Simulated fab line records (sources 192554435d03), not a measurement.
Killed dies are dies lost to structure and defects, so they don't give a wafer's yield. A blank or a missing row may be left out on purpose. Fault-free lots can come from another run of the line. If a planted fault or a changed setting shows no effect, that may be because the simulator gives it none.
Which of the tools did it? ; flow n5-finfet ; 27 wafers from 9 lots sampled at 5 of the route's 1938 steps

WHAT EACH GAUGE READ, for each wafer
N5_BEOL_M4_RC_MEAS_101. Usual: DIBL_N 37.1 mV/V, standard deviation 1.8; DIBL_P 37.2 mV/V, standard deviation 2.1; IOFF_N 0.17 nA/um, standard deviation 0.033; IOFF_P 0.22 nA/um, standard deviation 0.037; ION_N 680 uA/um, standard deviation 11; ION_P 464 uA/um, standard deviation 7.7; SS_N 71.7 mV/dec, standard deviation 0.63; SS_P 73.6 mV/dec, standard deviation 0.67; VT_N 248.9 mV, standard deviation 2.9; VT_P -251 mV, standard deviation 3.6.
lot;measured;on;DIBL_N (mV/V);DIBL_P (mV/V);IOFF_N (nA/um);IOFF_P (nA/um);ION_N (uA/um);ION_P (uA/um);SS_N (mV/dec);SS_P (mV/dec);VT_N (mV);VT_P (mV);flag
L738;day 8 19:38;prober-01;37.7 32.4 36.1;39.0 32.8 37.3;0.21 0.11 0.18;0.24 0.15 0.21;684 666 682;467 458 465;72.2 70.6 71.9;74.0 72.1 73.8;244.9 253.1 246.9;-249 -256 -250;
L739;day 8 22:56;prober-02;38.7 35.8 34.1;40.6 36.7 33.8;0.22 0.14 0.12;0.26 0.18 0.15;701 676 667;473 455 454;72.0 71.4 71.0;74.6 73.2 72.5;242.9 251.4 251.3;-248 -256 -256;
L741;day 10 00:36;prober-02;39.4;38.5;0.21;0.24;693;462;72.3;74.5;245.6;-248;
L750;day 12 10:49;prober-02;37.6 37.6 37.3;37.8 37.0 37.4;0.16 0.15 0.16;0.18 0.17 0.17;674 673 676;456 459 453;71.8 71.1 71.5;73.2 72.8 72.9;250.6 250.8 248.5;-256 -256 -256;
L751;day 12 17:54;prober-02;38.3 40.4 36.9;39.1 40.5 39.4;0.20 0.23 0.18;0.21 0.25 0.22;682 686 683;458 463 467;72.4 72.7 71.5;73.3 74.5 73.8;247.9 246.6 246.6;-251 -248 -250;
L754;day 12 22:56;prober-01;33.3 34.7 34.8;35.1 36.7 38.0;0.13 0.14 0.15;0.18 0.21 0.23;675 682 678;461 465 470;70.6 70.8 71.7;73.1 72.9 74.3;252.0 249.0 249.5;-251 -250 -248;
L755;day 13 19:06;prober-02;37.3 38.2 41.6;37.1 37.8 41.5;0.17 0.20 0.29;0.22 0.24 0.31;703 677 701;478 462 477;72.3 71.6 72.4;73.7 74.4 75.2;246.6 245.7 241.5;-249 -250 -244;
L757;day 14 06:01;prober-01;38.4 37.4 37.3;37.9 36.2 35.7;0.20 0.18 0.17;0.24 0.22 0.21;695 678 666;469 461 461;72.2 72.0 71.5;74.3 73.4 73.1;243.4 247.8 249.1;-249 -251 -252;
L759;day 14 13:47;prober-02;40.8 35.2 37.1;40.8 34.0 36.9;0.27 0.13 0.18;0.34 0.20 0.25;703 677 679;477 463 467;73.1 72.0 71.7;74.0 72.0 73.6;242.1 251.3 248.0;-241 -248 -244;

TOOL THAT RAN EACH LOT (tool first, then ch and the chambers of the sampled wafers, then the start)
lot;N5_SDB_ETCH_18;N5_SDB_HM_OPEN_20;N5_SDB_ALD_29;N5_SDB_CMP_30
L738;rie-diel-01 ch 0,2,3, day 4 07:22;rie-diel-01 ch 0,2,3, day 4 07:31;ald-sin-04 ch 0,1,2, day 4 08:23;cmp-03 ch 0,1,3, day 4 11:09
L739;rie-diel-01 ch 1,2,3, day 4 17:20;rie-diel-01 ch 1,2,3, day 4 17:29;ald-sin-02 ch 0,2, day 4 19:41;cmp-01 ch 0,1,2, day 4 22:25
L741;rie-diel-01 ch 1,2,3, day 5 00:59;rie-diel-01 ch 1,2,3, day 5 01:08;ald-sin-04 ch 0,1, day 5 02:26;cmp-01 ch 0,2, day 5 05:13
L750;rie-diel-03 ch 1,2,3, day 7 08:47;rie-diel-03 ch 1,2,3, day 7 08:57;ald-sin-03 ch 1,2, day 7 09:37;cmp-03 ch 0,1,3, day 7 12:22
L751;rie-diel-05 ch 2,3, day 7 16:47;rie-diel-05 ch 2,3, day 7 17:02;ald-sin-02 ch 1,2,3, day 7 18:20;cmp-03 ch 1,2,3, day 7 21:04
L754;rie-diel-05 ch 1,2,3, day 8 06:29;rie-diel-05 ch 1,2,3, day 8 06:39;ald-sin-03 ch 0,2,3, day 8 07:15;cmp-04 ch 2,3, day 8 09:59
L755;rie-diel-01 ch 0,1,3, day 8 11:11;rie-diel-01 ch 0,1,3, day 8 11:20;ald-sin-04 ch 0,1,2, day 8 12:11;cmp-03 ch 0,1,3, day 8 15:04
L757;rie-diel-03 ch 0,2,3, day 9 02:13;rie-diel-03 ch 0,2,3, day 9 02:22;ald-sin-03 ch 0,1,2, day 9 03:18;cmp-03 ch 0,1,2, day 9 06:02
L759;rie-diel-05 ch 1,2, day 9 15:22;rie-diel-05 ch 1,2, day 9 15:31;ald-sin-04 ch 0,1,2, day 9 16:56;cmp-03 ch 1,2, day 9 19:40
- N5_SDB_ETCH_18: etches SOC in N2/H2, target depth 100 nm, overetch 20 nm, time 150 s.
- N5_SDB_HM_OPEN_20: chemistry CH3F/O2, target SiNx, stops on poly-Si, target depth 24 nm.
- N5_SDB_ALD_29: deposits SiNx, target thk 30 nm, pulse time 1 s, ald cycles 600.
- N5_SDB_CMP_30: polishes, stops on poly-Si, t overpolish 1.54 s, target thk 30 nm.

WHAT THE TOOLS THEMSELVES READ (means of the sampled wafers that have a number; where no wafer has one, the mark that the record gives instead)
N5_SDB_ETCH_18. Usual: drypump-motor-current-A 5.5 A, standard deviation 0.54; oes-product-au 0.73 a.u., standard deviation 0.054; rf-vpp-V 525.3 V, standard deviation 2.6; showerhead-plenum-p-Torr 2.60 Torr, standard deviation 0.088; throttle-valve-pct 17.88 %, standard deviation 0.11.
lot;tool;drypump-motor-current-A (A);oes-product-au (a.u.);rf-vpp-V (V);showerhead-plenum-p-Torr (Torr);throttle-valve-pct (%);flag
L738;rie-diel-01;5.5;0.70;525.9;2.63;17.80;
L739;rie-diel-01;5.1;0.72;526.7;2.62;17.79;
L741;rie-diel-01;5.2;0.67;526.7;2.62;17.78;
L750;rie-diel-03;5.6;0.69;522.4;2.52;18.03;
L751;rie-diel-05;4.9;0.77;527.2;2.70;17.85;
L754;rie-diel-05;5.3;0.76;525.6;2.62;17.91;
L755;rie-diel-01;5.6;0.71;524.6;2.60;17.79;
L757;rie-diel-03;5.8;0.66;523.6;2.54;18.07;
L759;rie-diel-05;5.6;0.75;526.2;2.63;17.94;

N5_SDB_HM_OPEN_20. Usual: drypump-motor-current-A 5.5 A, standard deviation 0.54; oes_f_703_au 0.82 a.u., standard deviation 0.061; oes-product-au 0.67 a.u., standard deviation 0.049; rf-vpp-V 298 V, standard deviation 6.8; showerhead-plenum-p-Torr 2.05 Torr, standard deviation 0.07; throttle-valve-pct 16.38 %, standard deviation 0.18.
lot;tool;drypump-motor-current-A (A);oes_f_703_au (a.u.);oes-product-au (a.u.);rf-vpp-V (V);showerhead-plenum-p-Torr (Torr);throttle-valve-pct (%);flag
L738;rie-diel-01;5.5;0.77;0.65;302;2.07;16.33;
L739;rie-diel-01;5.1;0.80;0.66;302;2.08;16.37;
L741;rie-diel-01;5.1;0.80;0.51;302;2.08;16.35;OFF
L750;rie-diel-03;5.6;0.77;0.62;296;1.99;16.57;
L751;rie-diel-05;4.9;0.85;0.70;301;2.12;16.37;
L754;rie-diel-05;5.3;0.86;0.70;296;2.06;16.32;
L755;rie-diel-01;5.7;0.78;0.65;302;2.05;16.28;
L757;rie-diel-03;5.8;0.75;0.59;296;2.00;16.60;
L759;rie-diel-05;5.6;0.87;0.67;297;2.06;16.34;

N5_SDB_ALD_29. Usual: chamber-pressure-Torr 2.000 Torr, standard deviation 0.0045; heater-power-w 888 W, standard deviation 82; precursor-pulse-height-rel 1.000, standard deviation 0.018.
lot;tool;chamber-pressure-Torr (Torr);heater-power-w (W);precursor-pulse-height-rel;flag
L738;ald-sin-04;1.999;950;1.013;
L739;ald-sin-02;1.996;915;1.005;
L741;ald-sin-04;1.994;929;1.005;
L750;ald-sin-03;1.994;761;1.001;
L751;ald-sin-02;2.000;883;0.989;
L754;ald-sin-03;1.997;797;0.998;
L755;ald-sin-04;2.002;937;1.006;
L757;ald-sin-03;1.995;801;0.982;
L759;ald-sin-04;2.002;955;0.991;

N5_SDB_CMP_30. Usual: head-pressure-psi 4.150 psi, standard deviation 0.0083; motor-current-A 12.4 A, standard deviation 0.93; slurry-flow-ml-min 149.9, standard deviation 0.48.
lot;tool;head-pressure-psi (psi);motor-current-A (A);slurry-flow-ml-min;flag
L738;cmp-03;4.158;11.8;150.3;
L739;cmp-01;4.154;11.9;150.0;
L741;cmp-01;4.151;12.3;150.0;
L750;cmp-03;4.155;12.1;150.1;
L751;cmp-03;4.149;12.4;150.1;
L754;cmp-04;4.160;12.8;149.9;
L755;cmp-03;4.151;11.8;149.9;
L757;cmp-03;4.140;12.3;149.5;
L759;cmp-03;4.150;12.7;149.3;

THE ANSWER, worked out from the rows above alone
Rule: a lot is off if the mean of its wafers that have a number lies more than 3 standard deviations from the usual mean. Also off: a lot with no number at a reading for which 4 or more lots have one. Any other lot the step has rows for is counted as sound. First the gauges in route order, then the tools' own readings, where a lot's mean is used as printed above. At the first step where some lot is off, the reading lying furthest off is the one used; lots without a number count as furthest.
Off at N5_SDB_HM_OPEN_20 (oes-product-au): L741.
If a tool, at that step or one of the process steps before it, ran each lot that is off and ran no sound lot following the first of them, it fits. No candidate that was tried fits.

WHAT THE SIMULATOR HAD PUT IN
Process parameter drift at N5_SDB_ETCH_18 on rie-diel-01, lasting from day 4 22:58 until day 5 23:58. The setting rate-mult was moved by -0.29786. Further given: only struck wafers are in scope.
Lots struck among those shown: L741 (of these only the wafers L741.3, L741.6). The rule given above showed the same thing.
